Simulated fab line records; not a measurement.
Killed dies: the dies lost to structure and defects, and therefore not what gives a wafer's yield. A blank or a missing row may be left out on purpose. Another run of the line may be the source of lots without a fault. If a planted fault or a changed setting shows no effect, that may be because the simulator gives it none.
Chamber matching / flow n5-finfet / N5_BEOL_M0_SAQP_STRIP_108 on rie-diel-04: 4 sister chambers
The step strips in N2/H2. 4 wafers are shown with their chamber, then 9 later ones without.

## WAFERS WITH THEIR CHAMBER
wafer=L090.5; chamber=0; showerhead-plenum-p-Torr (Torr)=3.20
wafer=L090.6; chamber=3; showerhead-plenum-p-Torr (Torr)=3.31
wafer=L091.1; chamber=2; showerhead-plenum-p-Torr (Torr)=3.47
wafer=L091.6; chamber=1; showerhead-plenum-p-Torr (Torr)=3.30

## WAFERS WITHOUT THEIR CHAMBER
wafer=L094.1; showerhead-plenum-p-Torr (Torr)=3.47
wafer=L094.2; showerhead-plenum-p-Torr (Torr)=3.31
wafer=L094.3; showerhead-plenum-p-Torr (Torr)=3.29
wafer=L096.2; showerhead-plenum-p-Torr (Torr)=3.31
wafer=L096.4; showerhead-plenum-p-Torr (Torr)=3.19
wafer=L096.5; showerhead-plenum-p-Torr (Torr)=3.31
wafer=L097.1; showerhead-plenum-p-Torr (Torr)=3.29
wafer=L097.3; showerhead-plenum-p-Torr (Torr)=3.31
wafer=L097.5; showerhead-plenum-p-Torr (Torr)=3.29

## CHAMBER TAKEN BY EACH
wafer=L094.1; from the rows above=2; in truth=2
wafer=L094.2; from the rows above=can't be placed: 3 or 1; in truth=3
wafer=L094.3; from the rows above=can't be placed: 1 or 3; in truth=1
wafer=L096.2; from the rows above=can't be placed: 3 or 1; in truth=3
wafer=L096.4; from the rows above=0; in truth=0
wafer=L096.5; from the rows above=can't be placed: 3 or 1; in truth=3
wafer=L097.1; from the rows above=can't be placed: 1 or 3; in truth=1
wafer=L097.3; from the rows above=can't be placed: 3 or 1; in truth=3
wafer=L097.5; from the rows above=can't be placed: 1 or 3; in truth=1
Correct placement for 2 of the 9. Unplaceable from these rows: 7, with the true chamber sitting among the candidates in 7. Placed wrongly: 0.
How it was worked out, from the rows above alone: a wafer's distance from a chamber is the root of the sum, over the readings, of the square of ((its reading less the chamber's mean) divided by the reading's scatter). If the next closest chamber is less than 2 further off than the closest, the wafer can't be placed; otherwise it belongs to the closest. For every chamber, the mean is computed from those of its wafers that are shown. The scatter: root of mean squared gap, hidden wafer to nearest shown wafer, with one shown wafer a chamber.
